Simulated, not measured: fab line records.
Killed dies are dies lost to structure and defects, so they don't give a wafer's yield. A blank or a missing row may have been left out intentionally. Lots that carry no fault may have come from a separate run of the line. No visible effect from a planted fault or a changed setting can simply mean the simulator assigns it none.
A lot that was struck, set against a sound lot / flow n5Finfet / 25 steps out of a route of 1938
Sound: the wafers L368.2, L368.3, L368.6. Struck: wafers L381.1, L381.2, L381.5. At the end, the cause is stated.
Order at every step that has rows: each side's tool, ch and its chambers, its first start. Under that, the readings that differ: sound wafers / struck wafers / difference of the means / sigmas: that difference in standard deviations of wafers without a fault.
alike: words and numbers the same on both sides, and readings whose means are apart by under 2 such deviations; not compared: readings that were withheld, readings missing a value for some wafer, numbers with overlapping values and no deviation given by the record, and bounds like >300 which may hide the same value.
The two part at a step that has a row with sigmas, a row that says differs or no value, or rows on one side only. Numbers that don't overlap but have no deviation are shown without sigmas and don't part them. A reading missing from all wafers of one side parts the sides only when that side holds two or more wafers.

first, 9 steps without rows for these wafers: N5_GATE_CUT_CMP_23 (polishes, stops on SiO2, t overpolish 23.4 s, target thk 16 nm); N5_GATE_CUT_CMP_43 (polishes SiO2); N5_GATE_CUT_CMP_61 (polishes, stops on SiNx, t overpolish 3 s); N5_MOL_CONTACT_COAG_COAT_103 (time 60 s, resist thk 80 nm); N5_MOL_CONTACT_COAG_COAT_104 (time 60 s, resist thk 12 nm); N5_MOL_CONTACT_COAG_COAT_58 (time 60 s, resist thk 10 nm); N5_MOL_CONTACT_COAG_COAT_02 (resist thk 30 nm); N5_MOL_CONTACT_COAG_EBR_04; N5_MOL_CONTACT_COAG_SOFTBAKE_03 (time 60 s).
N5_MOL_CONTACT_COAG_EXPOSE_05: exposes mask CA, defocus 0 nm.
  sound on euvScanner-01 ch 0, day 5 19:27; struck on euvScanner-01 ch 0, day 8 22:17
reading=exposureDoseMJCm2; sound=38.16 38.13 38.14; struck=38.74 38.83 38.77; difference=+0.64; sigmas=+17
  alike: mask
then, 3 steps without rows for these wafers: N5_MOL_CONTACT_COAG_PEB_06 (peb time 60 s); N5_MOL_CONTACT_COAG_DEVELOP_07 (develop time 30 s); N5_MOL_CONTACT_COAG_DESCUM_13 (chemistry O2, time 7 s).
N5_MOL_CONTACT_COAG_ETCH_59: etches underlayer in N2/H2, target depth 13 nm, time 10.4 s.
  sound on rieDiel-06 ch 2,3, day 5 20:04; struck on rieDiel-01 ch 0,1, day 8 22:34
reading=model.MOL_CONTACT_COAG.cdOffsetNm (nm); sound=0.2 0.2 0.2; struck=0.4 0.4 0.4; difference=+0.2; sigmas=
  alike: biasW, chamberPressureMTorr, drypumpMotorCurrentA, etchRfOnTimeS, oesProductAu, rfVppV, showerheadPlenumPTorr, throttleValvePct
  not compared: rfHoursCounterH
then, 7 steps without rows for these wafers: N5_MOL_CONTACT_COAG_ETCH_105 (etches SiARC in CF4, target depth 15.6 nm, time 26 s); N5_MOL_CONTACT_COAG_ETCH_106 (etches SOC in N2/H2, target depth 80 nm, overetch 16 nm, time 120 s); N5_MOL_CONTACT_COAG_STRIP_107 (strips in N2/H2); N5_MOL_CONTACT_COAG_STRIP_108 (strips in N2/H2); N5_MOL_CONTACT_COAG_CONTACT_ETCH_14 (etches SiO2 in C4F6/O2, target depth 27.5 nm, overetch 8.5 nm, time 20 s); N5_MOL_CONTACT_COAG_STRIP_109 (strips in C4F6/O2); N5_MOL_CONTACT_COAG_ETCH_15 (etches SiNx in CH3F/O2, stops on Si:P, target depth 7 nm).
N5_MOL_CONTACT_COAG_ETCH_110: etches Si in CF4/O2, target depth 2.5 nm, time 8 s.
  sound on rieDiel-06 ch 2,3, day 5 20:19; struck on rieDiel-01 ch 0,1, day 8 22:49
reading=model.MOL_CONTACT_COAG.cdOffsetNm (nm); sound=0.2 0 0.2; struck=0.4 0.4 0.4; difference=+0.3; sigmas=
  alike: O2_flow_sccm, biasW, chamberPressureMTorr, drypumpMotorCurrentA, oesProductAu, rfVppV, showerheadPlenumPTorr, throttleValvePct
  not compared: rfHoursCounterH
then, 1 step without rows for these wafers: N5_MOL_CONTACT_COAG_STRIP_98 (strips in N2/H2).
-- the record jumps here: 3 days lie between the struck wafers' starts before and after (it left off in module MOL_CONTACT_COAG and takes up again in module BEOL_M4, whose first step shown is number 1111 of the route) --
N5_BEOL_M4_RC_MEAS_101:
  sound on prober-01 ch 0, day 9 03:29; struck on prober-02 ch 0, day 12 06:09
reading=ION_N (uA/um); sound=688 688 690; struck=669 670 663; difference=-21; sigmas=-2
reading=ION_P (uA/um); sound=481 479 476; struck=463 464 459; difference=-17; sigmas=-3
  alike: DIBL_N, DIBL_P, IOFF_N, IOFF_P, SS_N, SS_P, VT_N, VT_P
after that, 1 step had no rows for these wafers: N5_PASSIVATION_PROBE_49.

## WHERE THEY PART
Earliest at N5_MOL_CONTACT_COAG_EXPOSE_05; latest, in this record, at N5_BEOL_M4_RC_MEAS_101.

WHY: what the simulator had put in
Process parameter drift: euvScanner-01, from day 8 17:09 on, at N5_MOL_CONTACT_COAG_EXPOSE_05. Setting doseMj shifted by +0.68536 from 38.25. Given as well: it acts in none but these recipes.
